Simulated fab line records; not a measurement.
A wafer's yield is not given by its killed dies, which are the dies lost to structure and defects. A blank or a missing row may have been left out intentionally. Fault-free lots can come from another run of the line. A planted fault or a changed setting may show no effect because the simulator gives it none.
Matching of chambers -- flow nand_harc -- 4 sister chambers for NHARC_P_GATE_STRIP_108 on rie_diel-03
The step strips in O2. 4 wafers are shown with their chamber, then 7 later ones without.

EACH WAFER AND ITS CHAMBER
wafer,chamber,showerhead_plenum_p_Torr (Torr)
L417.1,3,3.39
L417.6,0,3.59
L419.3,2,3.37
L419.4,1,3.62

WAFERS WITHOUT THEIR CHAMBER
wafer,showerhead_plenum_p_Torr (Torr)
L419.5,3.59
L424.2,3.62
L424.3,3.59
L424.5,3.37
L426.1,3.62
L426.3,3.58
L426.4,3.39

WHICH CHAMBER EACH WENT THROUGH
wafer,from the rows above,in truth
L419.5,0,0
L424.2,1,1
L424.3,0,0
L424.5,2,2
L426.1,1,1
L426.3,0,0
L426.4,3,3
Correctly placed: 7 of 7. Left unplaced by these rows: 0. Placed wrongly: 0.
How it was worked out, from the rows above alone: a wafer's distance from a chamber is the root of the sum, over the readings, of the square of ((its reading less the chamber's mean) divided by the reading's scatter). If the next closest chamber is less than 2 further off than the closest, the wafer can't be placed; otherwise it belongs to the closest. Each chamber's mean is taken over the wafers shown for it. The scatter (one wafer shown for each chamber): square how far every hidden wafer sits from the nearest shown wafer, average those squares and take the square root.
